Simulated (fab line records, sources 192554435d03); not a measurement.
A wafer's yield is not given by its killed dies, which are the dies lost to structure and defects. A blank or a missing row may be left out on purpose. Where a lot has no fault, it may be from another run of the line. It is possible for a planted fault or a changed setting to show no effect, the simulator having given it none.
Chamber matching + flow n5-finfet + N5_BEOL_M6_PECVD_70 on pecvd-03: 3 sister chambers
The step deposits SiO2 from TEOS/O2, target thk 20 nm, time 22.7 s. 6 wafers are shown with their chamber, then 9 later ones without.

## EACH WAFER AND ITS CHAMBER
| wafer  | chamber | showerhead-plenum-p-Torr (Torr) | throttle-valve-pct (%) |
|--------|---------|---------------------------------|------------------------|
| L086.1 | 0       | 8.81                            | 22.8                   |
| L086.2 | 1       | 8.88                            | 22.4                   |
| L086.3 | 2       | 8.70                            | 22.0                   |
| L086.4 | 2       | 8.71                            | 22.3                   |
| L086.5 | 0       | 8.78                            | 23.0                   |
| L086.6 | 1       | 8.87                            | 22.1                   |

## WAFERS MISSING THEIR CHAMBER
| wafer  | showerhead-plenum-p-Torr (Torr) | throttle-valve-pct (%) |
|--------|---------------------------------|------------------------|
| L088.2 | 8.89                            | 22.6                   |
| L088.3 | 8.72                            | 22.2                   |
| L088.5 | 8.70                            | 22.2                   |
| L092.2 | 8.72                            | 22.2                   |
| L092.3 | 8.78                            | 22.9                   |
| L092.5 | 8.72                            | 22.3                   |
| L097.1 | 8.72                            | 22.7                   |
| L097.2 | 8.79                            | 22.7                   |
| L097.3 | 8.87                            | 22.4                   |

## CHAMBER TAKEN BY EACH
| wafer  | from the rows above | in truth |
|--------|---------------------|----------|
| L088.2 | 1                   | 1        |
| L088.3 | 2                   | 2        |
| L088.5 | 2                   | 2        |
| L092.2 | 2                   | 2        |
| L092.3 | 0                   | 0        |
| L092.5 | 2                   | 2        |
| L097.1 | 2                   | 2        |
| L097.2 | 0                   | 0        |
| L097.3 | 1                   | 1        |
Correctly placed: 9 of 9. Can't be placed from these rows: 0. Wrongly placed: 0.
How it was worked out, from the rows above alone: a wafer's distance from a chamber is the root of the sum, over the readings, of the square of ((its reading less the chamber's mean) divided by the reading's scatter). If the next closest chamber is less than 2 further off than the closest, the wafer can't be placed; otherwise it belongs to the closest. Each chamber's mean is taken over the wafers shown for it. The scatter: the root of (the sum of the squares of (reading less its chamber's mean) over the shown wafers, divided by (wafers less chambers)).
